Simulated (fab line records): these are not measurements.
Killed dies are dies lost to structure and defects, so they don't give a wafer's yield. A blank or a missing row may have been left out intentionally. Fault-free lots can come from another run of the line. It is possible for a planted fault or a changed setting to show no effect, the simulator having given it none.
Which tool did it? || flow nand harc || 18 wafers from 6 lots sampled at 5 of the route's 1302 steps

## WHAT EACH GAUGE READ, for each wafer
NHARC_END_SORT_01.
{"lot": "L159", "measured": "day 26 00:58", "on": "prober-02", "defect limited yield (%)": "88.5 90.7 88.5"}
{"lot": "L172", "measured": "day 30 20:00", "on": "prober-02", "defect limited yield (%)": "91.3 91.9 92.3"}

## WHICH TOOL RAN EACH LOT (tool, then ch and the chambers of the sampled wafers, then the start)
{"lot": "L155", "NHARC_P_M0_ETCH_15": "rie diel-03 ch 1,2, day 6 07:04 or earlier", "NHARC_P_M0_STRIP_18": "rie diel-07 ch 0,2, day 6 07:04", "NHARC_P_M1_ETCH_15": "rie diel-12 ch 0,2,3, day 6 10:57", "NHARC_P_M1_DEGAS_29": "pvd sputter-02, day 6 11:52"}
{"lot": "L159", "NHARC_P_M0_ETCH_15": "rie diel-07 ch 0,1,2, day 7 18:13 or earlier", "NHARC_P_M0_STRIP_18": "rie diel-07 ch 0,1,2, day 7 18:13", "NHARC_P_M1_ETCH_15": "rie diel-12 ch 0,2,3, day 7 22:05", "NHARC_P_M1_DEGAS_29": "pvd sputter-02, day 7 22:58"}
{"lot": "L165", "NHARC_P_M0_ETCH_15": "rie diel-07 ch 1,2,3, day 10 11:51 or earlier", "NHARC_P_M0_STRIP_18": "rie diel-07 ch 0,1,3, day 10 11:51", "NHARC_P_M1_ETCH_15": "rie diel-06 ch 2,3, day 10 15:30", "NHARC_P_M1_DEGAS_29": "pvd sputter-02, day 10 16:22"}
{"lot": "L167", "NHARC_P_M0_ETCH_15": "rie diel-07 ch 1,2,3, day 11 06:08 or earlier", "NHARC_P_M0_STRIP_18": "rie diel-11 ch 0,1,3, day 11 06:08", "NHARC_P_M1_ETCH_15": "rie diel-12 ch 1,2, day 11 09:46", "NHARC_P_M1_DEGAS_29": "pvd sputter-03, day 11 10:37"}
{"lot": "L172", "NHARC_P_M0_ETCH_15": "rie diel-07 ch 1,2, day 12 23:28 or earlier", "NHARC_P_M0_STRIP_18": "rie diel-11 ch 0,2, day 12 23:28", "NHARC_P_M1_ETCH_15": "rie diel-12 ch 0,2, day 13 03:17", "NHARC_P_M1_DEGAS_29": "pvd sputter-03, day 13 04:09"}
{"lot": "L178", "NHARC_P_M0_ETCH_15": "rie diel-07 ch 0,2, day 15 13:41 or earlier", "NHARC_P_M0_STRIP_18": "rie diel-07 ch 0,3, day 15 13:41", "NHARC_P_M1_ETCH_15": "rie diel-12 ch 0,1, day 15 17:53", "NHARC_P_M1_DEGAS_29": "pvd sputter-02, day 15 18:45"}
- NHARC_P_M0_ETCH_15: etches the open film in C4F8/Ar, target depth 150 nm, overetch 15 nm, time 82.5 s.
- NHARC_P_M0_STRIP_18: strips in N2/H2.
- NHARC_P_M1_ETCH_15: etches the open film in C4F8/Ar, target depth 182.5 nm, time 91.2 s.
- NHARC_P_M1_DEGAS_29: time 60 s.

## THE ANSWER, worked out from the rows above alone
Rule: what is usual is taken from the lots themselves. The widest of any qualifying gaps counts: lots, ordered by their means at a reading, are off when they make up no more than a third of the lots, leave a main group of 4 or more, and stand apart from it by 3 or more times the standard deviation of that group's means. The tables above print the reading to a certain number of digits; a main group whose means all agree to those digits is not used. Also off: a lot with no number at a reading for which 4 or more lots have one. The other lots that the step has rows for count as sound.
None of the lots is off at any reading shown; this tells nothing.

## WHAT THE SIMULATOR PUT IN
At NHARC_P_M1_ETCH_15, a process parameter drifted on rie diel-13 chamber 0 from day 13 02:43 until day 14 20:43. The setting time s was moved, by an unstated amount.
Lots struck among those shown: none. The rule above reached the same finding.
